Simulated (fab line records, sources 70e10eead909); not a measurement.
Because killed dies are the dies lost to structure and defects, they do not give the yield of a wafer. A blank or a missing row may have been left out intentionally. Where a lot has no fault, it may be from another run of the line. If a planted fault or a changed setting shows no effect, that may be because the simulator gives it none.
A struck lot beside a sound one | flow nand-harc | 15 steps out of a route of 1302
Sound: these wafers, L194.1, L194.3, L194.4. Wafers L201.1, L201.3, L201.6 were the ones struck. The cause comes at the end.
At each step with rows: each side's tool, then ch and its chambers, then its first start. Under that, the readings that differ: sound wafers | struck wafers | difference of the means | sigmas: that difference in standard deviations of wafers without a fault.
alike: readings whose means differ by less than 2 such deviations, and words and numbers that are the same on both sides. not compared: withheld readings, readings that some wafer has no value for, bounds like >300 that may hide the same value, and numbers for which the record gives no deviation and whose values overlap.
The two part at a step that has a row with sigmas, a row that says differs or no value, or rows on one side only. Numbers that have no deviation but don't overlap get no sigmas and don't part them. Lack of a reading on every wafer of one side parts them only where that side has two or more wafers.

NHARC_A_CHANNEL_HOLE_D2_ETCH_44: etches the open film in CF4/O2, target depth 140 nm, overetch 14 nm, time 77 s.
  sound on rie-diel-04 ch 0,2,3, day 14 07:26; struck on rie-diel-04 ch 0,1,3, day 17 14:47
  alike: chamber-pressure-mTorr, drypump-motor-current-A, oes-product-au, rf-vpp-V, showerhead-plenum-p-Torr, throttle-valve-pct
  not compared: rf-hours-counter-h
then, 3 steps without rows for these wafers: NHARC_A_CHANNEL_HOLE_D2_STRIP_28 (strips in O2); NHARC_A_CHANNEL_HOLE_D2_PRECLEAN_29 (cleans in SC1); NHARC_A_CHANNEL_HOLE_D2_SRD_30.
NHARC_A_CHANNEL_HOLE_D2_CD_MEAS_31:
  struck on cd-sem-03, day 17 15:34; sound on cd-sem-01, day 14 08:13
  alike: cd-nm
NHARC_A_CHANNEL_HOLE_D2_XSEM_32:
  sound on xsem-01 ch 0, day 14 08:18; struck on xsem-01 ch 0, day 17 15:39
  alike: bot-cd-nm, bow-nm, tilt-deg
NHARC_A_CHANNEL_HOLE_D2_INSPECT_40:
  struck on defect-inspect-02, day 17 15:45; sound on defect-inspect-01, day 14 08:24
  alike: raw-defect-count
then, 3 steps without rows for these wafers: NHARC_A_CHANNEL_FILL_D2_PRECLEAN_00 (cleans in SC1); NHARC_A_CHANNEL_FILL_D2_SRD_01; NHARC_A_CHANNEL_FILL_D2_ALD_02 (deposits SiO2, target thk 6 nm, pulse time 10 s, ald cycles 60).
NHARC_A_CHANNEL_FILL_D2_ALD_03: deposits SiNx, target thk 6 nm, pulse time 60 s, ald cycles 58.
  sound: ald-sin-batch-02 ch 0; struck: ald-sin-batch-02 ch 0
  alike: ald-cycles, precursor-pulse-height-rel, susceptor-temp-C
NHARC_A_CHANNEL_FILL_D2_ALD_14: deposits SiO2, target thk 2.5 nm, pulse time 10 s, ald cycles 25.
  sound on ald-hk-01 ch 0,1,2, day 14 15:41; struck on ald-hk-01 ch 0,3, day 17 22:59
  alike: ald-cycles, heater-power-w, precursor-pulse-height-rel, susceptor-temp-C
NHARC_A_CHANNEL_FILL_D2_ALD_15: deposits SiNx, target thk 2 nm, pulse time 60 s, ald cycles 19.
  sound on ald-sin-batch-03 ch 0, day 14 18:46; struck on ald-sin-batch-02 ch 0, day 18 02:05
  reading              | sound    | struck               | difference                   | sigmas
  ald-cycles           | 19 19 19 | 16 16 16             | -3                           |
  susceptor-temp-C (C) | - - -    | 630.42 630.05 629.99 | no value on the sound wafers |
  alike: precursor-pulse-height-rel
NHARC_A_CHANNEL_FILL_D2_ALD_16: deposits SiO2, target thk 1.5 nm, pulse time 10 s, ald cycles 15.
  sound on ald-hk-01 ch 0,1,2, day 14 20:47; struck on ald-hk-04 ch 2,3, day 18 04:09
  alike: ald-cycles, heater-power-w, precursor-pulse-height-rel, susceptor-temp-C
NHARC_END_SORT_01:
  the record has rows for the sound wafers here (prober-01 ch 0, day 25 01:38) and none for the struck ones

WHERE THEY PART
At NHARC_A_CHANNEL_FILL_D2_ALD_15 first; at NHARC_END_SORT_01 last (within this record only).

WHY: the cause the simulator had injected
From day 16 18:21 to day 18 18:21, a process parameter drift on ald-sin-batch-02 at NHARC_A_CHANNEL_FILL_D2_ALD_15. The setting ald-cycles was moved by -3, starting from 19. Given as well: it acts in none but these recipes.
